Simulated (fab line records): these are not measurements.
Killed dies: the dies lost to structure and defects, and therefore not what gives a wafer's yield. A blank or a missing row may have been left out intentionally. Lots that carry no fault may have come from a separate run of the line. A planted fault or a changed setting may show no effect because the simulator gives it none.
fab line records	flow nandHarc
[record] lots = 11	wafers = 33	lastDay = 24
route steps=1159 shown A_M1@1036 END@1159
lots untouched by any fault: they come from a run of this same line in which no faults occurred
startH: start of the lot's first displayed wafer, in hours after the record's first day	waitH: hours elapsed since this lot's preceding step	" unchanged from the row above	L1.1+2: a single row standing in for several wafers	- value missing, or start not given	* or withheld: withheld	< > ~ a bound
route shown NAME@n: names a module that has steps shown in the file, with the first one's number in the route	usual: the fault-free wafers' mean and standard deviation	same: alike in all rows	chamber/n: place in a boat	sites: the reading at each site	_std_site: how widely they spread, as a standard deviation	_edge_site: mean of outer sites minus mean of inner sites	radiusMm: for every site, how far away it sits from the centre of the wafer	mask NAME#n: copy n	behind: the most recent tool/chamber to have shaped the wafer	hold: what put the lot on hold/how long, in hours/how the hold closed	device: transistor that didn't switch, given as n, p or np	end of line: the route-end tests of the same wafers	step lacking rows: just its recipe	killed: dies lost to structure and defects at the first sort, not the wafer's yield	map: the dies of a wafer, with x for killed, . for not killed, _ for no die there
set.NAME: the setting that was run; set.NAME@STEP: the one run at that earlier step	model.NAME: the simulator's own value behind a step, which no gauge read
steps of the route over a sample of lots; a table a step, a row a wafer
services: from which hour (startH, from the record's first day; less than 0 if before it) a tool's chamber was out of use, for how many hours, and why
[[steps]]
[step NHARC_A_M1_CD_MEAS_09]
[recipe] targetCdNm = 120	landingEnergyEv = 500
[usual] cdNm = 120.0/0.5
lot.wafer	tool	chamber	startH	waitH	cdNm
L588.2	cdSem-02	0	409.07	-	120.2
L588.5	"	0	"	"	120.2
L588.6	"	0	"	"	120.2
L590.1	cdSem-02	0	440.18	-	120.4
L590.2	"	0	"	"	120.5
L590.6	"	0	"	"	120.6
L592.3	cdSem-03	0	451.28	-	120.2
L592.4	"	0	"	"	119.5
L592.6	"	0	"	"	119.8
L594.2	cdSem-01	0	466.53	-	120.3
L594.3	"	0	"	"	120.1
L594.6	"	0	"	"	120.5
L595.1	cdSem-02	0	467.01	-	120.3
L595.3	"	0	"	"	119.8
L595.4	"	0	"	"	119.5
L596.2	cdSem-03	0	475.35	-	119.5
L596.4	"	0	"	"	120.0
L596.5	"	0	"	"	119.6
L601.1	cdSem-01	0	497.79	-	119.2
L601.3	"	0	"	"	119.4
L601.5	"	0	"	"	119.5
L603.1	cdSem-02	0	509.21	-	119.9
L603.2	"	0	"	"	119.9
L603.3	"	0	"	"	120.1
L604.1	cdSem-02	0	509.52	-	119.6
L604.3	"	0	"	"	120.1
L604.5	"	0	"	"	119.9
L607.1	cdSem-01	0	519.49	-	119.8
L607.2	"	0	"	"	119.5
L607.3	"	0	"	"	119.6
L606.1	cdSem-01	0	530.63	-	120.3
L606.4	"	0	"	"	119.5
L606.5	"	0	"	"	119.8
[step NHARC_A_M1_ETCH_15]
[recipe] targetDepthA = 1825	timeS = 91.2	c4f8FlowSccm = withheld	arFlowSccm = 400	rfW = 600	biasW = 300	chemistry = C4F8/Ar
[usual] biasW = 299.9/0.92	chamberPressureMTorr = 24.999/0.023	oesProductAu = 0.955/0.021	rfVppV = 440.5/2.4
lot.wafer	tool	chamber	startH	waitH	biasW	chamberPressureMTorr	oesProductAu	rfHoursCounterH	rfVppV
L588.2	rieDiel-08	0	-	-	300.0	24.995	0.923	3	444.6
L588.6	"	0	"	"	298.6	25.007	0.919	-	445.3
L588.5	"	1	"	"	299.7	24.966	0.926	-	442.7
L590.1	rieDiel-08	3	-	-	299.4	25.053	0.922	4	442.1
L590.2	"	1	"	"	300.1	24.988	0.916	4	442.7
L590.6	"	0	"	"	300.1	25.021	0.910	-	445.1
L592.3	rieDiel-04	2	-	-	299.2	24.999	0.930	12	438.2
L592.4	"	0	"	"	300.3	25.018	0.933	12	442.0
L592.6	"	2	"	"	300.5	25.022	0.933	-	438.4
L594.3	rieDiel-08	2	-	-	300.6	24.983	0.928	5	442.5
L594.2	"	3	"	"	299.0	25.018	0.931	4	441.9
L594.6	"	2	"	"	300.7	25.020	0.935	-	439.7
L595.1	rieDiel-08	3	-	-	300.4	25.044	0.949	5	441.6
L595.3	"	2	"	"	300.9	24.983	0.958	5	442.6
L595.4	"	3	"	"	300.5	24.979	0.951	-	440.2
L596.2	rieDiel-04	3	-	-	299.4	25.008	0.960	0	436.7
L596.4	"	0	"	"	300.0	25.016	0.949	0	440.9
L596.5	"	2	"	"	299.7	24.987	0.977	-	439.6
L601.3	rieDiel-12	3	-	-	299.2	25.023	0.986	7	440.7
L601.1	"	2	"	"	298.9	25.035	0.984	7	444.3
L601.5	"	3	"	"	298.1	24.977	0.974	-	440.5
L603.3	rieDiel-08	2	-	-	300.3	24.996	0.979	1	441.0
L603.1	"	3	"	"	300.0	24.971	0.965	1	442.8
L603.2	"	1	"	"	300.6	25.010	0.966	1	441.3
L604.3	rieDiel-04	1	-	-	298.8	24.995	0.975	3	438.7
L604.1	"	3	"	"	299.0	24.998	0.984	3	436.6
L604.5	"	0	"	"	300.0	24.979	0.963	-	442.6
L607.3	rieDiel-12	0	-	-	300.2	24.995	0.948	7	440.4
L607.1	"	1	"	"	299.7	25.000	0.927	8	437.2
L607.2	"	2	"	"	301.6	24.989	0.931	8	444.9
L606.4	rieDiel-04	1	-	-	300.7	24.961	0.966	5	437.6
L606.1	"	2	"	"	299.7	24.968	0.960	5	438.6
L606.5	"	2	"	"	300.7	25.013	0.967	-	439.3
[step NHARC_A_M1_CD_MEAS_16]
[usual] cdNm = 119.8/0.55
lot.wafer	tool	chamber	startH	waitH	cdNm
L588.2	cdSem-01	-	409.56	-	120.3
L588.5	"	-	"	"	119.8
L588.6	"	-	"	"	119.7
L590.1	cdSem-01	-	440.67	-	120.4
L590.2	"	-	"	"	120.5
L590.6	"	-	"	"	120.4
L592.3	cdSem-03	-	451.78	-	119.6
L592.4	"	-	"	"	119.4
L592.6	"	-	"	"	119.6
L594.2	cdSem-03	-	467.07	-	119.4
L594.3	"	-	"	"	120.3
L594.6	"	-	"	"	120.1
L595.1	cdSem-01	-	467.65	-	118.9
L595.3	"	-	"	"	119.6
L595.4	"	-	"	"	119.3
L596.2	cdSem-01	-	475.86	-	119.4
L596.4	"	-	"	"	119.4
L596.5	"	-	"	"	119.3
L601.1	cdSem-03	-	498.28	-	118.8
L601.3	"	-	"	"	119.0
L601.5	"	-	"	"	119.5
L603.1	cdSem-03	-	509.71	-	119.3
L603.2	"	-	"	"	120.6
L603.3	"	-	"	"	119.8
L604.1	cdSem-01	-	510.03	-	119.5
L604.3	"	-	"	"	120.1
L604.5	"	-	"	"	119.2
L607.1	cdSem-03	-	519.98	-	119.1
L607.2	"	-	"	"	119.4
L607.3	"	-	"	"	119.6
L606.1	cdSem-02	-	531.12	-	120.0
L606.4	"	-	"	"	119.9
L606.5	"	-	"	"	120.3
[step NHARC_A_M1_ETCH_28]
[recipe] targetDepthA = 300	overEtchFrac = 0.3	timeS = 72.99	ionEnergyEv = 150	cf4FlowSccm = 50	n2FlowSccm = 100	arFlowSccm = 150	rfW = 300	biasW = 100	chemistry = CF4/N2
[usual] biasW = 100.0/0.32	cf4FlowSccm = 50.01/0.16	drypumpMotorCurrentA = 5.7/0.44	n2FlowSccm = 100.0/0.32	oesProductAu = 1.003/0.0081	rfVppV = 314.4/1.9	showerheadPlenumPTorr = 2.63/0.1	throttleValvePct = 19.794/0.0091
lot.wafer	tool	chamber	startH	waitH	biasW	cf4FlowSccm	drypumpMotorCurrentA	n2FlowSccm	oesProductAu	rfHoursCounterH	rfVppV	showerheadPlenumPTorr	throttleValvePct
L588.2	rieDiel-04	3	409.89	-	99.7	50.05	6.2	100.1	1.010	9	311.1	2.48	19.801
L588.5	"	0	"	"	100.6	49.97	5.1	99.6	1.000	-	314.1	2.67	19.799
L588.6	"	1	"	"	100.2	50.16	6.4	100.3	0.999	-	312.8	2.51	19.813
L590.2	rieDiel-12	3	441.00	-	99.6	50.35	5.9	100.3	1.001	3	312.5	2.58	19.778
L590.1	"	0	"	"	100.0	50.04	6.1	99.4	0.997	3	315.6	2.64	19.779
L590.6	"	3	"	"	99.9	50.35	5.8	100.3	0.990	-	314.8	2.58	19.776
L592.3	rieDiel-12	0	452.10	-	-	-	-	-	-	-	-	-	-
L592.4	"	3	"	"	-	-	-	-	-	-	-	-	-
L592.6	"	1	"	"	-	-	-	-	-	-	-	-	-
L594.2	rieDiel-12	1	467.39	-	-	-	-	-	-	-	-	-	-
L594.3	"	2	"	"	-	-	-	-	-	-	-	-	-
L594.6	"	0	"	"	-	-	-	-	-	-	-	-	-
L595.4	rieDiel-12	2	467.96	-	-	-	-	-	-	-	-	-	-
L595.3	"	3	"	"	-	-	-	-	-	-	-	-	-
L595.1	"	1	"	"	-	-	-	-	-	-	-	-	-
L596.4	rieDiel-12	3	476.17	-	100.0	50.22	5.9	99.9	1.005	5	311.9	2.58	19.782
L596.2	"	2	"	"	99.8	49.86	5.9	99.6	1.010	6	315.9	2.81	19.792
L596.5	"	0	"	"	100.2	49.93	6.1	100.3	1.011	-	314.4	2.64	19.779
L601.1	rieDiel-04	2	498.61	-	99.9	50.31	5.0	100.6	0.993	2	312.4	2.53	19.790
L601.3	"	3	"	"	99.9	50.00	6.2	100.3	1.003	2	310.9	2.48	19.810
L601.5	"	0	"	"	99.6	50.05	5.2	100.3	0.995	-	316.3	2.66	19.782
L603.2	rieDiel-12	1	510.03	-	100.3	49.93	5.6	99.7	1.003	8	313.2	2.52	19.789
L603.1	"	2	"	"	100.0	49.81	5.9	99.8	1.008	8	317.2	2.81	19.785
L603.3	"	3	"	"	99.8	50.05	5.9	99.8	0.993	7	314.6	2.58	19.793
L604.3	rieDiel-08	0	510.35	-	99.7	49.70	5.2	100.0	0.990	1	317.3	2.76	19.798
L604.1	"	3	"	"	99.6	49.97	6.1	99.9	0.992	1	315.3	2.69	19.791
L604.5	"	1	"	"	99.8	49.89	5.2	99.6	0.993	-	317.0	2.69	19.804
L607.3	rieDiel-12	2	520.30	-	100.2	50.02	5.9	100.3	0.998	8	316.2	2.81	19.807
L607.1	"	3	"	"	100.2	50.12	5.9	99.9	0.999	8	313.4	2.58	19.804
L607.2	"	0	"	"	100.0	50.13	6.2	100.4	1.008	7	313.5	2.64	19.797
L606.1	rieDiel-12	1	531.43	-	100.5	49.83	5.6	99.9	0.997	8	312.7	2.52	19.781
L606.4	"	3	"	"	99.4	50.04	5.8	100.1	0.994	8	313.7	2.58	19.793
L606.5	"	2	"	"	99.8	50.02	5.9	99.9	1.001	-	317.4	2.81	19.792
[step NHARC_END_SORT_01]
[recipe] tempC = 25
[usual] defectLimitedYield = 95.2/1.6	killedAtArray = 28/11	killedAtOther = 0.8/1.3	killedAtPeriphery = 3.6/2.5	killedDies = 32/11	killedOpen = 3.0/1.8	killedShort = 2.0/1.5	sort_bin_2_pct = 1.5/0.66	sort_bin_3_pct = 0.25/0.23	sort_bin_4_pct = 3.0/1.1	sortNPass = 645/11	sortRimYieldPct = 96.0/2.9	sortYieldPct = 95.2/1.6
[same] grossDies = 677	sort_bin_5_pct[%] = 0	sort_bin_6_pct[%] = 0	sort_bin_7_pct[%] = 0	sort_bin_8_pct[%] = 0	sortRimNGross = 106.00
lot.wafer	tool	chamber	startH	waitH	hold	defectLimitedYield[%]	killedAtArray	killedAtOther	killedAtPeriphery	killedDies	killedOpen	killedShort	sort_bin_2_pct[%]	sort_bin_3_pct[%]	sort_bin_4_pct[%]	sortNPass	sortRimYieldPct[%]	sortYieldPct[%]
L588.2	prober-02	0	478.06	2.8	-	96.2	23	0	3	26	2	2	1.3	0	2.5	651	95.3	96.2
L588.5	prober-02	0	480.47	3.7	-	92.0	49	0	5	54	6	2	3.1	0.15	4.7	623	92.5	92.0
L588.6	prober-02	0	481.28	4.0	-	95.3	31	0	1	32	3	2	1.5	0.44	2.8	645	95.3	95.3
L590.1	prober-01	0	485.23	2.5	-	95.0	29	2	3	34	1	4	0.9	0.44	3.7	643	94.3	95.0
L590.2	prober-01	0	486.03	2.8	-	94.2	34	1	4	39	4	2	1.6	0	4.1	638	92.5	94.2
L590.6	prober-01	0	489.23	4.0	-	95.6	28	0	2	30	5	0	1.2	0.44	2.8	647	97.2	95.6
L592.3	prober-01	0	502.46	3.1	awaitDispo/9.8h/scrap	0	673	1	3	677	1	0	97.5	0	2.5	0	0	0
L592.4	prober-01	0	503.27	3.4	awaitDispo/9.8h/scrap	0	671	0	6	677	2	3	97.5	0.44	2.1	0	0	0
L592.6	prober-01	0	504.88	4.0	awaitDispo/9.8h/scrap	0	672	0	5	677	3	2	96.8	0.44	2.8	0	0	0
L595.1	prober-01	0	508.69	2.5	awaitDispo/2.4h/scrap	0	671	1	5	677	2	6	95.3	0.30	4.4	0	0	0
L595.3	prober-01	0	510.29	3.1	awaitDispo/2.4h/scrap	0	671	1	5	677	6	0	97.2	0.30	2.5	0	0	0
L595.4	prober-01	0	511.09	3.4	awaitDispo/2.4h/scrap	0	671	0	6	677	2	6	96.5	0.30	3.2	0	0	0
L594.2	prober-02	0	509.32	2.8	awaitDispo/2.0h/scrap	0	676	0	1	677	3	2	96.3	0.59	3.1	0	0	0
L594.3	prober-02	0	510.12	3.1	awaitDispo/2.0h/scrap	0	674	0	3	677	3	2	97.0	0.15	2.8	0	0	0
L594.6	prober-02	0	512.51	4.0	awaitDispo/2.0h/scrap	0	673	0	4	677	2	2	96.8	0.15	3.1	0	0	0
L596.2	prober-01	0	517.33	2.8	-	96.5	20	1	3	24	2	4	1.3	0	2.2	653	94.3	96.5
L596.4	prober-01	0	518.96	3.5	-	95.9	21	0	7	28	2	4	1.6	0.15	2.4	649	95.3	95.9
L596.5	prober-01	0	519.77	3.8	-	93.9	32	2	7	41	2	2	2.5	0.44	3.1	636	99.1	93.9
L601.1	prober-02	0	531.97	2.5	-	92.9	42	3	3	48	1	1	2.1	0.44	4.6	629	88.7	92.9
L601.3	prober-02	0	533.56	3.1	-	94.7	30	1	5	36	3	0	2.7	0	2.7	641	90.6	94.7
L601.5	prober-02	0	535.15	3.7	-	91.6	52	1	4	57	8	2	2.5	0.44	5.5	620	91.5	91.6
L603.1	prober-02	0	547.74	2.5	-	92.0	46	2	6	54	4	5	2.7	0.30	5.0	623	91.5	92.0
L603.2	prober-02	0	548.55	2.8	-	92.8	38	4	7	49	2	4	1.8	0.59	4.9	628	90.6	92.8
L603.3	prober-02	0	549.35	3.1	-	92.0	44	4	6	54	5	1	2.8	0.44	4.7	623	91.5	92.0
L604.1	prober-01	0	547.87	2.5	-	93.2	41	2	3	46	2	2	1.9	0.89	4.0	631	96.2	93.2
L604.3	prober-01	0	549.47	3.1	-	94.8	33	1	1	35	1	2	1.9	0	3.2	642	98.1	94.8
L604.5	prober-01	0	551.07	3.7	-	94.2	36	2	1	39	0	2	2.1	0.30	3.4	638	96.2	94.2
L607.1	prober-02	0	556.21	2.5	-	96.3	22	0	3	25	4	3	1.6	0.30	1.8	652	92.5	96.3
L607.2	prober-02	0	557.01	2.8	-	94.5	33	0	4	37	4	4	1.9	0.15	3.4	640	97.2	94.5
L607.3	prober-02	0	557.81	3.1	-	95.6	28	0	2	30	2	4	1.3	0.44	2.7	647	91.5	95.6
L606.1	prober-01	0	570.12	2.5	-	95.1	31	0	2	33	4	3	1.2	0.44	3.2	644	99.1	95.1
L606.4	prober-01	0	572.51	3.4	-	96.9	17	0	4	21	4	2	1.5	0.15	1.5	656	98.1	96.9
L606.5	prober-01	0	573.31	3.7	-	95.7	26	0	3	29	8	0	1.0	0.59	2.7	648	94.3	95.7
// killed by level:class
L588.2 A_SLIT:chamberFilmFlake=10 A_CHANNEL_HOLE_D1:chamberFilmFlake=5 A_CONTACT:chamberFilmFlake=5 P_CONTACT:geometricParticle:short=1 P_CONTACT:geometricParticle:open=1 P_M0:geometricParticle:open=1 A_M1:geometricParticle:short=1 A_CHANNEL_FILL_D1:chamberFilmFlake=1
L588.5 A_SLIT:chamberFilmFlake=17 A_CHANNEL_HOLE_D1:chamberFilmFlake=15 A_CONTACT:chamberFilmFlake=5 A_WL_FILL:chamberFilmFlake=4 A_WL_FILL:geometricParticle:short=2 A_BLC:geometricParticle:open=2 P_STI:chamberFilmFlake=2 A_BONDPAD:chamberFilmFlake=2
L588.6 A_SLIT:chamberFilmFlake=10 A_CHANNEL_HOLE_D1:chamberFilmFlake=8 A_WL_FILL:chamberFilmFlake=3 A_CONTACT:chamberFilmFlake=2 A_BONDPAD:chamberFilmFlake=2 A_ONON_D1:geometricParticle:open=1 A_CHANNEL_FILL_D1:geometricParticle:open=1 A_CHANNEL_FILL_D1:geometricParticle:short=1
L590.1 A_CHANNEL_HOLE_D1:chamberFilmFlake=16 A_SLIT:chamberFilmFlake=9 A_ONON_D1:geometricParticle:short=2 THIN_TSV:chamberFilmFlake=2 P_CONTACT:geometricParticle:open=1 P_M0:geometricParticle:short=1 A_CONTACT:geometricParticle:short=1 P_GATE:chamberFilmFlake=1
L590.2 A_CHANNEL_HOLE_D1:chamberFilmFlake=14 A_SLIT:chamberFilmFlake=14 P_GATE:geometricParticle:open=1 P_CONTACT:geometricParticle:open=1 A_WL_FILL:geometricParticle:short=1 A_CONTACT:geometricParticle:short=1 A_CONTACT:geometricParticle:open=1 A_M1:geometricParticle:open=1
L590.6 A_SLIT:chamberFilmFlake=15 A_CHANNEL_HOLE_D1:chamberFilmFlake=9 A_CHANNEL_FILL_D1:geometricParticle:open=2 P_CONTACT:geometricParticle:open=1 P_M0:geometricParticle:open=1 A_CHANNEL_HOLE_D1:geometricParticle:open=1 A_CONTACT:chamberFilmFlake=1
L592.3 A_M1:areaEtch=651 A_SLIT:chamberFilmFlake=17 A_CHANNEL_HOLE_D1:chamberFilmFlake=4 P_M1:geometricParticle:open=1 P_ZERO_WELL:chamberFilmFlake=1 P_M0:chamberFilmFlake=1 A_STAIRCASE:chamberFilmFlake=1 THIN_TSV:chamberFilmFlake=1
L592.4 A_M1:areaEtch=653 A_SLIT:chamberFilmFlake=8 A_CHANNEL_HOLE_D1:chamberFilmFlake=7 P_M1:geometricParticle:short=2 P_M0:chamberFilmFlake=2 P_GATE:geometricParticle:open=1 A_WL_FILL:geometricParticle:short=1 A_WL_FILL:geometricParticle:open=1
L592.6 A_M1:areaEtch=646 A_SLIT:chamberFilmFlake=15 A_CHANNEL_HOLE_D1:chamberFilmFlake=4 P_M0:chamberFilmFlake=3 A_STAIRCASE:chamberFilmFlake=3 P_M1:geometricParticle:open=1 A_ONON_D1:geometricParticle:short=1 A_CHANNEL_FILL_D1:geometricParticle:open=1
L595.1 A_M1:areaEtch=633 A_CHANNEL_HOLE_D1:chamberFilmFlake=20 P_M0:chamberFilmFlake=4 A_STAIRCASE:chamberFilmFlake=3 A_CONTACT:chamberFilmFlake=3 A_ONON_D1:geometricParticle:short=2 A_CHANNEL_FILL_D1:geometricParticle:short=2 A_ZERO_WELL:chamberFilmFlake=2
L594.2 A_M1:areaEtch=643 A_SLIT:chamberFilmFlake=17 A_CHANNEL_HOLE_D1:chamberFilmFlake=5 A_WL_FILL:chamberFilmFlake=3 A_WL_FILL:geometricParticle:short=2 A_CONTACT:geometricParticle:open=2 A_CONTACT:chamberFilmFlake=2 A_CHANNEL_HOLE_D1:geometricParticle:open=1
L594.3 A_M1:areaEtch=650 A_SLIT:chamberFilmFlake=16 A_CHANNEL_HOLE_D1:chamberFilmFlake=2 A_WL_FILL:chamberFilmFlake=2 P_CONTACT:geometricParticle:open=1 P_M0:geometricParticle:open=1 A_CHANNEL_FILL_D1:geometricParticle:short=1 A_STAIRCASE:geometricParticle:short=1
L595.3 A_M1:areaEtch=647 A_CHANNEL_HOLE_D1:chamberFilmFlake=8 A_STAIRCASE:chamberFilmFlake=6 P_BONDPAD:chamberFilmFlake=2 A_ZERO_WELL:chamberFilmFlake=2 A_WL_FILL:chamberFilmFlake=2 A_CONTACT:chamberFilmFlake=2 P_GATE:geometricParticle:open=1
L595.4 A_M1:areaEtch=637 A_CHANNEL_HOLE_D1:chamberFilmFlake=17 A_STAIRCASE:chamberFilmFlake=6 A_CONTACT:chamberFilmFlake=3 A_CHANNEL_HOLE_D1:geometricParticle:short=2 A_CHANNEL_FILL_D1:geometricParticle:short=2 A_WL_FILL:geometricParticle:short=2 P_STI:chamberFilmFlake=2
L594.6 A_M1:areaEtch=646 A_SLIT:chamberFilmFlake=19 A_STAIRCASE:chamberFilmFlake=3 P_M0:geometricParticle:open=2 A_CHANNEL_FILL_D1:geometricParticle:short=1 A_M0:geometricParticle:short=1 P_ZERO_WELL:chamberFilmFlake=1 P_BONDPAD:chamberFilmFlake=1
L596.2 A_CHANNEL_HOLE_D1:chamberFilmFlake=8 A_STAIRCASE:chamberFilmFlake=3 A_CONTACT:chamberFilmFlake=2 A_M1:chamberFilmFlake=2 P_GATE:geometricParticle:short=1 P_M0:geometricParticle:short=1 A_WL_FILL:geometricParticle:short=1 A_CONTACT:geometricParticle:open=1
L596.4 A_CHANNEL_HOLE_D1:chamberFilmFlake=7 P_CONTACT:chamberFilmFlake=5 A_M1:chamberFilmFlake=5 A_STAIRCASE:chamberFilmFlake=3 A_SGD_CUT:geometricParticle:short=2 P_CONTACT:geometricParticle:open=1 A_SOURCE_PLATE:geometricParticle:short=1 A_ONON_D1:geometricParticle:short=1
L596.5 A_CHANNEL_HOLE_D1:chamberFilmFlake=18 P_CONTACT:chamberFilmFlake=6 A_M1:chamberFilmFlake=5 A_ZERO_WELL:chamberFilmFlake=2 THIN_TSV:chamberFilmFlake=2 A_STAIRCASE:chamberFilmFlake=2 P_M1:geometricParticle:short=1 A_ONON_D1:geometricParticle:short=1
L601.1 A_SLIT:chamberFilmFlake=24 A_CHANNEL_HOLE_D1:chamberFilmFlake=11 A_CONTACT:chamberFilmFlake=5 P_M2:chamberFilmFlake=3 THIN_TSV:chamberFilmFlake=3 A_SGD_CUT:geometricParticle:open=1 A_CONTACT:geometricParticle:short=1
L601.3 A_SLIT:chamberFilmFlake=12 A_CHANNEL_HOLE_D1:chamberFilmFlake=11 A_CONTACT:chamberFilmFlake=4 P_M2:chamberFilmFlake=3 P_M0:geometricParticle:open=1 A_WL_FILL:geometricParticle:open=1 A_CONTACT:geometricParticle:open=1 P_GATE:chamberFilmFlake=1
L601.5 A_CHANNEL_HOLE_D1:chamberFilmFlake=26 A_SLIT:chamberFilmFlake=13 A_STAIRCASE:chamberFilmFlake=4 A_CONTACT:geometricParticle:open=2 A_M1:geometricParticle:open=2 A_CONTACT:chamberFilmFlake=2 P_CONTACT:geometricParticle:open=1 P_M0:geometricParticle:open=1
L603.1 A_CHANNEL_HOLE_D1:chamberFilmFlake=19 A_SLIT:chamberFilmFlake=14 P_GATE:chamberFilmFlake=3 A_CONTACT:chamberFilmFlake=3 P_CONTACT:geometricParticle:short=2 A_CONTACT:geometricParticle:open=2 A_M0:geometricParticle:short=2 A_ZERO_WELL:chamberFilmFlake=2
L604.1 A_SLIT:chamberFilmFlake=25 A_CHANNEL_HOLE_D1:chamberFilmFlake=7 A_STAIRCASE:chamberFilmFlake=3 A_CONTACT:chamberFilmFlake=3 P_GATE:chamberFilmFlake=2 THIN_TSV:chamberFilmFlake=2 P_M2:geometricParticle:open=1 A_SGD_CUT:geometricParticle:short=1
L603.2 A_SLIT:chamberFilmFlake=17 A_CHANNEL_HOLE_D1:chamberFilmFlake=11 THIN_TSV:chamberFilmFlake=4 P_GATE:chamberFilmFlake=3 P_M2:chamberFilmFlake=3 A_STAIRCASE:chamberFilmFlake=3 A_CHANNEL_FILL_D1:geometricParticle:short=2 P_M0:geometricParticle:open=1
L603.3 A_SLIT:chamberFilmFlake=20 A_CHANNEL_HOLE_D1:chamberFilmFlake=13 P_GATE:chamberFilmFlake=4 THIN_TSV:chamberFilmFlake=4 A_WL_FILL:chamberFilmFlake=3 A_CONTACT:geometricParticle:open=2 A_STAIRCASE:chamberFilmFlake=2 A_CONTACT:chamberFilmFlake=2
L604.3 A_SLIT:chamberFilmFlake=20 A_CHANNEL_HOLE_D1:chamberFilmFlake=8 A_CHANNEL_FILL_D1:geometricParticle:short=1 A_WL_FILL:geometricParticle:short=1 A_M0:geometricParticle:open=1 P_GATE:chamberFilmFlake=1 A_STAIRCASE:chamberFilmFlake=1 A_CONTACT:chamberFilmFlake=1
L604.5 A_SLIT:chamberFilmFlake=16 A_CHANNEL_HOLE_D1:chamberFilmFlake=11 A_CONTACT:chamberFilmFlake=5 THIN_TSV:chamberFilmFlake=2 A_WL_FILL:geometricParticle:short=1 A_M0:geometricParticle:short=1 P_GATE:chamberFilmFlake=1 A_STAIRCASE:chamberFilmFlake=1
L607.1 A_CHANNEL_HOLE_D1:chamberFilmFlake=14 P_M0:geometricParticle:open=1 P_M1:geometricParticle:open=1 A_ONON_D1:geometricParticle:open=1 A_ONON_D1:geometricParticle:short=1 A_CHANNEL_FILL_D1:geometricParticle:short=1 A_CONTACT:geometricParticle:short=1 A_BLC:geometricParticle:open=1
L607.2 A_CHANNEL_HOLE_D1:chamberFilmFlake=21 A_CONTACT:chamberFilmFlake=4 A_STAIRCASE:chamberFilmFlake=3 P_M0:geometricParticle:open=2 A_WL_FILL:geometricParticle:short=2 P_GATE:geometricParticle:open=1 P_M2:geometricParticle:short=1 A_ONON_D1:geometricParticle:short=1
L607.3 A_CHANNEL_HOLE_D1:chamberFilmFlake=15 A_STAIRCASE:chamberFilmFlake=4 A_CONTACT:chamberFilmFlake=3 A_WL_FILL:geometricParticle:short=2 P_M2:geometricParticle:short=1 A_CHANNEL_HOLE_D1:geometricParticle:short=1 A_CONTACT:geometricParticle:open=1 A_BLC:geometricParticle:open=1
L606.1 A_CHANNEL_HOLE_D1:chamberFilmFlake=10 A_ZERO_WELL:chamberFilmFlake=6 A_CONTACT:chamberFilmFlake=4 A_STAIRCASE:chamberFilmFlake=3 A_ONON_D1:geometricParticle:short=1 A_ONON_D1:geometricParticle:open=1 A_CHANNEL_HOLE_D1:geometricParticle:open=1 A_SGD_CUT:geometricParticle:short=1
L606.4 A_CHANNEL_HOLE_D1:chamberFilmFlake=5 A_STAIRCASE:chamberFilmFlake=5 A_CONTACT:chamberFilmFlake=4 A_M0:geometricParticle:open=2 P_STI:geometricParticle:short=1 P_CONTACT:geometricParticle:open=1 P_M1:geometricParticle:short=1 A_CONTACT:geometricParticle:open=1
L606.5 A_CHANNEL_HOLE_D1:chamberFilmFlake=10 A_CONTACT:chamberFilmFlake=5 A_CHANNEL_FILL_D1:geometricParticle:open=3 P_GATE:chamberFilmFlake=3 A_CHANNEL_HOLE_D1:geometricParticle:open=2 A_STAIRCASE:chamberFilmFlake=2 A_SLIT:geometricParticle:open=1 A_WL_FILL:geometricParticle:open=1
[[services]]
tool	chamber	startH	hours	kind
rieDiel-08	-	386.14	0.4	repair
rieDiel-12	0	388.40	-	clean
rieDiel-12	1	388.40	-	clean
rieDiel-12	2	388.40	-	clean
rieDiel-12	3	388.40	-	clean
rieDiel-12	0	412.90	-	clean
rieDiel-12	1	412.90	-	clean
rieDiel-12	2	412.90	-	clean
rieDiel-12	3	412.90	-	clean
rieDiel-12	0	437.41	-	clean
rieDiel-12	1	437.41	-	clean
rieDiel-12	2	437.41	-	clean
rieDiel-12	3	437.41	-	clean
rieDiel-04	-	438.64	0.4	repair
rieDiel-08	0	457.76	21.6	repair
rieDiel-12	0	461.91	-	clean
rieDiel-12	1	461.91	-	clean
rieDiel-12	2	461.91	-	clean
rieDiel-12	3	461.91	-	clean
rieDiel-04	-	466.25	9.0	pm
rieDiel-08	-	478.80	9.0	pm
rieDiel-12	0	486.41	-	clean
rieDiel-12	1	486.41	-	clean
rieDiel-12	2	486.41	-	clean
[[key]]
[firstSign] step = NHARC_A_M1_ETCH_28	reading = toolRecord	direction = missing
[effect] step = NHARC_END_SORT_01	reading = sort_bin_2_pct	direction = up	sigmas = 99+	usual = 1.5	struck = 96.8
[moreKillsBornAt] NHARC_A_M1_ETCH_28@rieDiel-12 = 5806
metAt NHARC_A_M1_ETCH_28
struckLots L592,L594,L595
laterRowsLeftOut L592.3,L592.4,L592.6,L594.2,L594.3,L594.6,L595.1,L595.3,L595.4
notActingAt NHARC_A_M1_CD_MEAS_09,NHARC_A_M1_ETCH_15,NHARC_A_M1_CD_MEAS_16
onsetBetween 441.00 452.10
[fault] kind = skippedStepWhole	tool = rieDiel-12	chamber = -	onsetH = 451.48	steps = NHARC_A_M1_ETCH_28	scope = struckLotsOnly
// laterRowsLeftOut: the simulator's readings of these wafers behind a module that went badly wrong aren't trusted and aren't shown, but for the sort
